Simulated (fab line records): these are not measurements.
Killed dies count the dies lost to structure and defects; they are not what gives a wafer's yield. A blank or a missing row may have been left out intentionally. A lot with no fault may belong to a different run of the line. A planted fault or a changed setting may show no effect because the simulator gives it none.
fab line records + flow n5Finfet
record
- lots=7
- wafers=21
- lastDay=17
route steps=1938 shown BEOL_M7@1282
lots with no fault: from the same line, run without faults
startH: the number of hours between the record's first day and the start of the first shown wafer of the lot + waitH: hours from the lot's prior step to this one + " repeats the value in the row above + L1.1+2: one row covering several wafers at once + - no value, or no start was given + * or withheld: withheld + < > ~ a bound
route shown NAME@n: names a module that has steps shown in the file, with the first one's number in the route + usual: mean/standard deviation taken from wafers without a fault + same: alike in all rows + chamber/n: place in a boat + sites: readings site by site + _std_site: standard deviation across them + _edge_site: the outer-site mean with the inner-site mean subtracted + radiusMm: how far each site lies from the wafer's centre + mask NAME#n: copy n + behind: tool/chamber where the wafer was last shaped + hold: why the lot went on hold/how many hours it stayed there/how the hold came to an end + device: which transistor (n, p or np) failed to switch + end of line: the route-end tests of the same wafers + step lacking rows: just its recipe + killed: at the first sort, the dies lost to defects and structure; wafer yield is something else + map: dies across one wafer; x = killed, . = not, _ = none there
set.NAME: the setting the step ran with; set.NAME@STEP: the setting that earlier step ran with + model.NAME: the simulator's own value behind a step, which no gauge read
lots seen at some steps along the route; tables by step, rows by wafer
services: when a tool's chamber went out of use (startH, in hours from the record's first day, below 0 if earlier), for how many hours, and the reason
## steps
# step N5_BEOL_M7_STRIP_68
# recipe
- chemistry=N2/H2
- tempC=40
- n2FlowSccm=200
- h2FlowSccm=200
- rfFrequencyHz=6e+07
# step N5_BEOL_M7_STRIP_67
# recipe
- chemistry=CF4
- resist=SiARC
- powerW=300
- biasPowerW=75
- pressureMtorr=50
- cf4FlowSccm=150
- rfFrequencyHz=6e+07
# usual
- drypumpMotorCurrentA=5.5/0.38
- oesProductAu=0.79/0.082
- rfVppV=271.1/1.3
- showerheadPlenumPTorr=1.80/0.044
- throttleValvePct=13.58/0.24
| lot.wafer | tool       | chamber | startH | waitH | drypumpMotorCurrentA | oesProductAu | rfHoursCounterH | rfVppV | showerheadPlenumPTorr | throttleValvePct |
|-----------|------------|---------|--------|-------|----------------------|--------------|-----------------|--------|-----------------------|------------------|
| L105.1    | rieDiel-06 | 2       | 251.27 | 0.0   | 5.8                  | 0.76         | 127             | 270.9  | 1.80                  | 13.68            |
| L105.4    | "          | 3       | "      | "     | 5.1                  | 0.93         | 16              | 269.4  | 1.76                  | 13.41            |
| L105.5    | "          | 0       | "      | "     | 5.4                  | 0.71         | -               | 271.6  | 1.77                  | 13.86            |
| L103.1    | rieDiel-05 | 0       | 258.74 | 0.0   | 4.9                  | 0.69         | 240             | 270.1  | 1.77                  | 13.94            |
| L103.2    | "          | 3       | "      | "     | 5.4                  | 0.75         | 146             | 271.5  | 1.79                  | 13.41            |
| L103.4    | "          | 2       | "      | "     | 5.8                  | 0.79         | 121             | 272.1  | 1.81                  | 13.90            |
| L104.1    | rieDiel-05 | 2       | 261.85 | 0.0   | 5.8                  | 0.79         | 122             | 271.2  | 1.81                  | 13.90            |
| L104.3    | "          | 3       | "      | "     | 5.4                  | 0.76         | 147             | 271.1  | 1.79                  | 13.41            |
| L104.6    | "          | 0       | "      | "     | 4.9                  | 0.69         | -               | 269.0  | 1.77                  | 13.94            |
| L106.1    | rieDiel-06 | 1       | 272.91 | 0.0   | 5.7                  | 0.89         | 28              | 273.8  | 1.90                  | 13.32            |
| L106.5    | "          | 1       | "      | "     | 5.7                  | 0.89         | -               | 271.9  | 1.90                  | 13.34            |
| L106.6    | "          | 2       | "      | "     | 5.8                  | 0.75         | -               | 270.4  | 1.80                  | 13.71            |
| L114.1    | rieDiel-05 | 0       | 307.61 | 0.0   | 4.9                  | 0.67         | 247             | 270.8  | 1.77                  | 13.96            |
| L114.3    | "          | 2       | "      | "     | 5.8                  | 0.78         | 136             | 273.2  | 1.81                  | 13.95            |
| L114.4    | "          | 1       | "      | "     | 4.9                  | 0.82         | 94              | 271.1  | 1.74                  | 13.35            |
| L115.2    | rieDiel-03 | 0       | 311.00 | 0.0   | 6.2                  | 0.85         | 44              | 269.3  | 1.75                  | 13.28            |
| L115.4    | "          | 3       | "      | "     | 5.4                  | 0.72         | 182             | 271.1  | 1.78                  | 13.90            |
| L115.5    | "          | 2       | "      | "     | 5.7                  | 0.68         | -               | 270.9  | 1.85                  | 13.55            |
| L116.4    | rieDiel-06 | 1       | 328.69 | 0.0   | 5.7                  | 0.86         | 46              | 273.3  | 1.89                  | 13.39            |
| L116.5    | "          | 2       | "      | "     | 5.9                  | 0.74         | -               | 270.5  | 1.79                  | 13.74            |
| L116.6    | "          | 3       | "      | "     | 5.2                  | 0.87         | -               | 268.1  | 1.75                  | 13.47            |
# step N5_BEOL_M7_HM_OPEN_17
# recipe
- chemistry=Cl2/BCl3
- targetDepthA=200
- overetchA=60
- target=TiN
- maskMaterial=SOC
- ionEnergyEv=150
- pressureMtorr=10
- icpW=1000
- biasW=126
- Cl2_flow_sccm=53.25
- bcl3FlowSccm=21.75
- Ar_flow_sccm=25
# usual
- drypumpMotorCurrentA=5.7/0.42
- oes_ar_750_au=0.78/0.066
- oesProductAu=0.67/0.055
- rfFwdPowerW=994/3.4
- throttleValvePct=22.06/0.1
| lot.wafer | tool        | chamber | startH | waitH | drypumpMotorCurrentA | oes_ar_750_au | oesProductAu | rfFwdPowerW | rfHoursCounterH | throttleValvePct |
|-----------|-------------|---------|--------|-------|----------------------|---------------|--------------|-------------|-----------------|------------------|
| L105.1    | rieMetal-01 | 1       | 251.31 | 0.0   | 5.3                  | 0.83          | 0.70         | 997         | 31              | 22.05            |
| L105.4    | "           | 1       | "      | "     | 5.3                  | 0.82          | 0.70         | 992         | -               | 22.05            |
| L105.5    | "           | 0       | "      | "     | 5.3                  | 0.86          | 0.72         | 998         | -               | 22.12            |
| L103.1    | rieMetal-01 | 1       | 258.78 | 0.0   | 5.2                  | 0.82          | 0.70         | 992         | 32              | 22.05            |
| L103.2    | "           | 0       | "      | "     | 5.3                  | 0.87          | 0.73         | 992         | 26              | 22.11            |
| L103.4    | "           | 0       | "      | "     | 5.3                  | 0.86          | 0.72         | 993         | -               | 22.12            |
| L104.1    | rieMetal-02 | 0       | 261.89 | 0.0   | 5.6                  | 0.76          | 0.63         | 992         | 50              | 21.96            |
| L104.3    | "           | 0       | "      | "     | 5.6                  | 0.76          | 0.65         | 994         | -               | 21.92            |
| L104.6    | "           | 1       | "      | "     | 6.2                  | 0.71          | 0.60         | 995         | -               | 22.12            |
| L106.1    | rieMetal-01 | 1       | 272.95 | 0.0   | 5.3                  | 0.81          | 0.70         | 992         | 33              | 22.05            |
| L106.5    | "           | 1       | "      | "     | 5.3                  | 0.81          | 0.70         | 996         | -               | 22.05            |
| L106.6    | "           | 0       | "      | "     | 5.3                  | 0.85          | 0.72         | 992         | -               | 22.11            |
| L114.1    | rieMetal-02 | 1       | 307.65 | 0.0   | 6.1                  | 0.70          | 0.60         | 997         | 63              | 22.12            |
| L114.3    | "           | 1       | "      | "     | 6.1                  | 0.70          | 0.60         | 994         | -               | 22.15            |
| L114.4    | "           | 0       | "      | "     | 5.7                  | 0.75          | 0.62         | 996         | -               | 21.95            |
| L115.2    | rieMetal-03 | 1       | 311.04 | 0.0   | 6.4                  | 0.84          | 0.73         | 990         | 15              | 22.22            |
| L115.4    | "           | 0       | "      | "     | 5.6                  | 0.69          | 0.60         | 988         | -               | 21.94            |
| L115.5    | "           | 0       | "      | "     | 5.6                  | 0.70          | 0.61         | 995         | -               | 21.94            |
| L116.4    | rieMetal-02 | 1       | 328.76 | 0.1   | 6.1                  | 0.70          | 0.59         | 994         | -               | 22.15            |
| L116.5    | "           | 1       | "      | "     | 6.1                  | 0.70          | 0.59         | 993         | -               | 22.14            |
| L116.6    | "           | 0       | "      | "     | 5.6                  | 0.75          | 0.63         | 993         | -               | 21.95            |
# step N5_BEOL_M7_STRIP_19
# recipe
- chemistry=O2
- powerW=400
- tempC=40
- pressureMtorr=30
- rfFrequencyHz=6e+07
- biasPowerW=0
- overashFraction=0.2
- o2FlowSccm=225
# usual
- drypumpMotorCurrentA=5.6/0.37
- oesProductAu=0.79/0.088
- rfVppV=3.7/0.62
- showerheadPlenumPTorr=2.10/0.052
- throttleValvePct=16.64/0.21
| lot.wafer | tool       | chamber | startH | waitH | drypumpMotorCurrentA | oesProductAu | rfHoursCounterH | rfVppV | showerheadPlenumPTorr | throttleValvePct |
|-----------|------------|---------|--------|-------|----------------------|--------------|-----------------|--------|-----------------------|------------------|
| L105.1    | rieDiel-06 | 3       | 251.42 | 0.1   | 5.2                  | 0.95         | 16              | 4.4    | 2.06                  | 16.58            |
| L105.4    | "          | 1       | "      | "     | 5.7                  | 0.91         | 22              | 4.3    | 2.23                  | 16.45            |
| L105.5    | "          | 0       | "      | "     | 5.4                  | 0.71         | -               | 4.0    | 2.07                  | 16.95            |
| L103.1    | rieDiel-05 | 3       | 258.89 | 0.1   | 5.4                  | 0.74         | 146             | 4.6    | 2.10                  | 16.47            |
| L103.2    | "          | 1       | "      | "     | 4.9                  | 0.84         | 79              | 2.4    | 2.04                  | 16.45            |
| L103.4    | "          | 2       | "      | "     | 5.8                  | 0.79         | 121             | 3.9    | 2.09                  | 16.91            |
| L104.1    | rieDiel-03 | 1       | 262.01 | 0.1   | 5.1                  | 0.80         | 105             | 4.3    | 2.11                  | 16.48            |
| L104.3    | "          | 2       | "      | "     | 5.8                  | 0.68         | 208             | 5.5    | 2.16                  | 16.49            |
| L104.6    | "          | 0       | "      | "     | 6.2                  | 0.87         | -               | 4.1    | 2.05                  | 16.38            |
| L106.1    | rieDiel-03 | 3       | 273.06 | 0.1   | 5.5                  | 0.74         | 170             | 4.2    | 2.08                  | 16.92            |
| L106.5    | "          | 0       | "      | "     | 6.2                  | 0.87         | -               | 4.0    | 2.05                  | 16.38            |
| L106.6    | "          | 1       | "      | "     | 5.1                  | 0.79         | -               | 2.8    | 2.11                  | 16.50            |
| L114.1    | rieDiel-03 | 0       | 307.93 | 0.3   | 6.2                  | 0.86         | 43              | 4.0    | 2.05                  | 16.41            |
| L114.3    | "          | 1       | "      | "     | 5.1                  | 0.78         | 117             | 4.6    | 2.11                  | 16.51            |
| L114.4    | "          | 2       | "      | "     | 5.8                  | 0.68         | 220             | 3.3    | 2.15                  | 16.50            |
| L115.2    | rieDiel-06 | 0       | 311.17 | 0.1   | 5.4                  | 0.70         | 241             | 3.0    | 2.07                  | 16.98            |
| L115.4    | "          | 1       | "      | "     | 5.7                  | 0.87         | 40              | 3.4    | 2.22                  | 16.48            |
| L115.5    | "          | 3       | "      | "     | 5.2                  | 0.91         | -               | 3.5    | 2.05                  | 16.62            |
| L116.4    | rieDiel-03 | 1       | 328.85 | 0.1   | 5.1                  | 0.78         | 123             | 3.2    | 2.11                  | 16.50            |
| L116.5    | "          | 2       | "      | "     | 5.8                  | 0.67         | -               | 3.8    | 2.15                  | 16.53            |
| L116.6    | "          | 3       | "      | "     | 5.4                  | 0.72         | -               | 2.4    | 2.07                  | 16.95            |
# step N5_BEOL_M7_CD_MEAS_18
# recipe
- pitchNm=80
- targetCdNm=40
# usual
- cdNm=40.0/0.47
| lot.wafer | tool     | chamber | startH | waitH | cdNm |
|-----------|----------|---------|--------|-------|------|
| L105.1    | cdSem-01 | -       | 251.49 | 0.0   | 40.4 |
| L105.4    | "        | -       | "      | "     | 40.0 |
| L105.5    | "        | -       | "      | "     | 39.9 |
| L103.1    | cdSem-03 | -       | 258.96 | 0.0   | 40.2 |
| L103.2    | "        | -       | "      | "     | 40.7 |
| L103.4    | "        | -       | "      | "     | 40.6 |
| L104.1    | cdSem-03 | -       | 262.08 | 0.0   | 39.6 |
| L104.3    | "        | -       | "      | "     | 39.3 |
| L104.6    | "        | -       | "      | "     | 39.4 |
| L106.1    | cdSem-03 | -       | 273.13 | 0.0   | 40.3 |
| L106.5    | "        | -       | "      | "     | 40.0 |
| L106.6    | "        | -       | "      | "     | 41.3 |
| L114.1    | cdSem-02 | -       | 308.00 | 0.0   | 40.6 |
| L114.3    | "        | -       | "      | "     | 40.5 |
| L114.4    | "        | -       | "      | "     | 40.1 |
| L115.2    | cdSem-02 | -       | 311.24 | 0.1   | 40.4 |
| L115.4    | "        | -       | "      | "     | 40.1 |
| L115.5    | "        | -       | "      | "     | 39.9 |
| L116.4    | cdSem-02 | -       | 328.92 | 0.1   | 40.0 |
| L116.5    | "        | -       | "      | "     | 39.2 |
| L116.6    | "        | -       | "      | "     | 39.4 |
# step N5_BEOL_M7_COAT_63
# recipe
- resist=SOC
- tempC=250
- timeS=60
- spinRpm=1500
- resistThkNm=60
# step N5_BEOL_M7_COAT_64
# recipe
- resist=SiARC
- tempC=220
- timeS=60
- spinRpm=1500
- resistThkNm=12
# step N5_BEOL_M7_COAT_71
# recipe
- resist=underlayer
- tempC=205
- timeS=60
- spinRpm=1500
- resistThkNm=5
# step N5_BEOL_M7_COAT_22
# recipe
- resist=CAR-EUV
- spinRpm=1500
- resistThkNm=30
# step N5_BEOL_M7_EBR_24
# recipe
- solvent=PGMEA
- ebrWidthMm=1.5
# step N5_BEOL_M7_SOFTBAKE_23
# recipe
- tempC=110
- timeS=60
- resist=CAR-EUV
# step N5_BEOL_M7_EXPOSE_25
# recipe
- maskId=V6
- na=0.33
- sourceShape=annular
- sigmaInner=0.4
- sigmaOuter=0.8
- polarization=unpolarized
- targetCdNm=40
- doseMj=42.5
# step N5_BEOL_M7_PEB_26
# recipe
- pebTempC=100
- pebTimeS=60
- resist=CAR-EUV
# usual
- chillPlateTempC=23.00/0.1
- exhaustPa=44.8/0.88
| lot.wafer | tool          | chamber | startH | waitH | chillPlateTempC | exhaustPa |
|-----------|---------------|---------|--------|-------|-----------------|-----------|
| L105.1    | lithoTrack-01 | 0       | 252.48 | 0.1   | 22.91           | 45.2      |
| L105.4    | "             | 0       | "      | "     | 23.02           | 45.4      |
| L105.5    | "             | 0       | "      | "     | 23.01           | 44.2      |
| L103.1    | lithoTrack-04 | -       | 260.22 | 0.1   | -               | -         |
| L103.2    | "             | -       | "      | "     | -               | -         |
| L103.4    | "             | -       | "      | "     | -               | -         |
| L104.1    | lithoTrack-04 | -       | 263.56 | 0.1   | -               | -         |
| L104.3    | "             | -       | "      | "     | -               | -         |
| L104.6    | "             | -       | "      | "     | -               | -         |
| L106.1    | lithoTrack-04 | -       | 275.61 | 0.1   | -               | -         |
| L106.5    | "             | -       | "      | "     | -               | -         |
| L106.6    | "             | -       | "      | "     | -               | -         |
| L114.1    | lithoTrack-04 | 0       | 309.41 | 0.1   | 22.91           | 44.3      |
| L114.3    | "             | 0       | "      | "     | 23.08           | 45.4      |
| L114.4    | "             | 0       | "      | "     | 23.00           | 43.6      |
| L115.2    | lithoTrack-04 | 0       | 312.84 | 0.1   | 23.00           | 44.4      |
| L115.4    | "             | 0       | "      | "     | 22.89           | 45.4      |
| L115.5    | "             | 0       | "      | "     | 23.07           | 44.4      |
| L116.4    | lithoTrack-01 | 0       | 332.21 | 0.0   | 23.10           | 44.7      |
| L116.5    | "             | 0       | "      | "     | 22.96           | 45.2      |
| L116.6    | "             | 0       | "      | "     | 22.92           | 44.6      |
# step N5_BEOL_M7_DEVELOP_27
# recipe
- developTimeS=30
- developer=TMAH
- resist=CAR-EUV
- rinseLiquid=surfactantRinse
- dry=airSpin
- devTempC=23
## services
| tool        | chamber | startH | hours | kind                        |
|-------------|---------|--------|-------|-----------------------------|
| rieDiel-06  | 0       | 235.18 | 4.9   | repair                      |
| rieMetal-03 | -       | 245.96 | 1.4   | pm                          |
| rieMetal-02 | -       | 254.16 | 2.8   | pm                          |
| rieDiel-03  | 0       | 268.47 | 1.5   | repair                      |
| rieDiel-05  | 0       | 280.12 | 21.8  | repair                      |
| rieMetal-01 | 1       | 285.26 | 12.6  | repair                      |
| rieMetal-01 | -       | 296.14 | 2.8   | pm                          |
| rieDiel-05  | 0       | 314.89 | -     | clean                       |
| rieDiel-05  | 0       | 314.89 | -     | consumableReplace:focusRing |
| rieDiel-05  | 0       | 314.89 | 23.4  | scheduledDown               |
| rieDiel-05  | 0       | 314.89 | 23.4  | ventCycle                   |
| rieDiel-06  | 2       | 329.05 | 5.4   | repair                      |
## key
firstSign
- step=N5_BEOL_M7_PEB_26
- reading=toolRecord
- direction=missing
effect none on later readings
metAt N5_BEOL_M7_PEB_26
struckWafers L103.1,L103.2,L103.4,L104.1,L104.3,L104.6,L106.1,L106.5,L106.6
laterRowsLeftOut L103.1,L103.2,L103.4,L104.1,L104.3,L104.6,L106.1,L106.5,L106.6
sortLeftOut L103.1,L103.2,L103.4,L104.1,L104.3,L104.6,L106.1,L106.5,L106.6
fault
- kind=skippedStepWhole
- tool=lithoTrack-04
- chamber=-
- onsetH=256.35
- steps=N5_BEOL_M7_PEB_26
- scope=struckLotsOnly
# sortLeftOut: the simulated sort isn't trusted on such a fault, so these wafers' sort isn't shown, and their yield isn't known
# laterRowsLeftOut: the simulator's readings of these wafers behind a module that went badly wrong aren't trusted and aren't shown, but for the sort
